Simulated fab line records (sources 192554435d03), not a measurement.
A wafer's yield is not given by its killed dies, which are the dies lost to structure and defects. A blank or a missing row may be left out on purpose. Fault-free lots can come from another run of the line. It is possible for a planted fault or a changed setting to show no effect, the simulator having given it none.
A struck lot beside a sound one | flow n5Finfet | 16 steps out of a route of 1938
Sound: these wafers, L145.1, L145.4, L145.5. Struck: wafers L141.1, L141.3, L141.5. The cause comes at the end.
At each step with rows: each side's tool, then ch and its chambers, then its first start. Under that, the readings that differ: sound wafers | struck wafers | difference of the means | sigmas: that difference in standard deviations of wafers without a fault.
alike: readings whose means differ by less than 2 such deviations, and words and numbers that are the same on both sides. not compared: withheld readings, readings that some wafer has no value for, bounds like >300 that may hide the same value, and numbers for which the record gives no deviation and whose values overlap.
Wherever a step has rows on one side only, a row that says differs or no value, or a row with sigmas, the two part there. Non-overlapping numbers with no deviation appear without sigmas and do not part them. A reading that every wafer of one side lacks parts them only if that side has two wafers or more.

first, 2 steps without rows for these wafers: N5_BEOL_M5_PEB_09 (peb time 60 s); N5_BEOL_M5_DEVELOP_10 (develop time 30 s).
N5_BEOL_M5_CD_MEAS_11: the cd target is 27.74 nm.
  sound on cdSem-03 ch 0, day 12 02:37; struck on cdSem-03 ch 0, day 10 21:11
  alike: cdNm
N5_BEOL_M5_OVL_MEAS_12:
  sound on overlay-01 ch 0, day 12 02:38; struck on overlay-02 ch 0, day 10 21:13
  alike: M5_OVL
N5_BEOL_M5_INSPECT_13: inspects for defects (brightfield).
  sound on defectInspect-02 at day 12 02:42; struck on defectInspect-01 at day 10 21:17
  alike: rawDefectCount
N5_BEOL_M5_DESCUM_16: chemistry O2, time 7 s.
  sound on rieDiel-05 ch 0,2, day 12 02:44; struck on rieDiel-01 ch 0,1,2, day 10 21:20
reading    | sound             | struck            | difference | sigmas
rfVppV (V) | 240.9 242.7 241.7 | 245.3 244.9 244.4 | +3.1       | +2
  alike: chamberPressureMTorr, drypumpMotorCurrentA, oesProductAu, showerheadPlenumPTorr, throttleValvePct
  not compared: rfHoursCounterH
then, 1 step without rows for these wafers: N5_BEOL_M5_ETCH_72 (etches underlayer in N2/H2, target depth 6.5 nm, time 5.2 s).
N5_BEOL_M5_ETCH_61: etches SiARC in CF4, target depth 15.6 nm, time 26 s.
  sound on rieDiel-05 ch 0,2, day 12 02:47; struck on rieDiel-01 ch 0,1,2, day 10 21:23
reading                      | sound             | struck            | difference | sigmas
rfVppV (V)                   | 180.7 184.4 182.9 | 186.7 185.4 184.7 | +2.9       | +2
showerheadPlenumPTorr (Torr) | 2.04 2.09 2.04    | 2.26 2.21 2.19    | +0.16      | +2
  alike: cf4FlowSccm, chamberPressureMTorr, drypumpMotorCurrentA, etchRfOnTimeS, oesProductAu, throttleValvePct
  not compared: rfHoursCounterH
N5_BEOL_M5_ETCH_62: etches SOC in N2/H2, target depth 75 nm, overetch 15 nm, time 112.5 s.
  sound on rieDiel-05 ch 0,2, day 12 02:49; struck on rieDiel-01 ch 0,1,2, day 10 21:25
reading                      | sound          | struck         | difference | sigmas
showerheadPlenumPTorr (Torr) | 2.42 2.47 2.42 | 2.69 2.63 2.61 | +0.21      | +2
  alike: chamberPressureMTorr, drypumpMotorCurrentA, h2FlowSccm, oesProductAu, rfVppV, throttleValvePct
  not compared: rfHoursCounterH
then, 2 steps without rows for these wafers: N5_BEOL_M5_STRIP_63 (strips in N2/H2); N5_BEOL_M5_STRIP_73 (strips in N2/H2).
N5_BEOL_M5_STRIP_64: strips in CF4.
  sound on rieDiel-05 ch 0,2, day 12 02:56; struck on rieDiel-01 ch 0,1,2, day 10 21:33
reading                      | sound          | struck         | difference | sigmas
showerheadPlenumPTorr (Torr) | 1.71 1.74 1.71 | 1.89 1.85 1.83 | +0.14      | +2
  alike: cf4FlowSccm, chamberPressureMTorr, drypumpMotorCurrentA, oesProductAu, powerW, rfVppV, throttleValvePct
  not compared: rfHoursCounterH
N5_BEOL_M5_HM_OPEN_17: chemistry Cl2/BCl3, target TiN, target depth 20 nm, overetch 6 nm.
  sound on rieMetal-03 ch 0,1, day 12 02:59; struck on rieMetal-03 ch 0,1, day 10 21:35
  no value came back on the struck wafers for any of 6 readings (bcl3FlowSccm (sccm), biasW (W) and others); on the sound wafers bcl3FlowSccm (sccm) reads 21.77 21.75 21.69
reading                                 | sound        | struck     | difference | sigmas
model.SOC_of_BEOL_M5_COAT_59.thkNm (nm) | 52.2 52.4 52 | 60.2 60 60 | +7.9       | 
  not compared: rfHoursCounterH
N5_BEOL_M5_STRIP_19: strips in O2.
  sound on rieDiel-01 ch 0,1, day 12 03:06; struck on rieDiel-05 ch 0,1,2, day 10 21:44
  alike: chamberPressureMTorr, drypumpMotorCurrentA, oesProductAu, rfVppV, showerheadPlenumPTorr, throttleValvePct
  not compared: rfHoursCounterH
N5_BEOL_M5_CD_MEAS_18: pitch 56 nm, target cd 28 nm.
  sound on cdSem-02 at day 12 03:10; struck on cdSem-03 at day 10 21:48
reading   | sound             | struck | difference                    | sigmas
cdNm (nm) | 27.84 27.73 27.31 | - - -  | no value on the struck wafers | 
then, 1 step without rows for these wafers: N5_BEOL_M5_COAT_65 (time 60 s, resist thk 60 nm).

## WHERE THEY PART
First at N5_BEOL_M5_DESCUM_16; last, within this record, at N5_BEOL_M5_CD_MEAS_18.

WHY: whatever the simulator had introduced
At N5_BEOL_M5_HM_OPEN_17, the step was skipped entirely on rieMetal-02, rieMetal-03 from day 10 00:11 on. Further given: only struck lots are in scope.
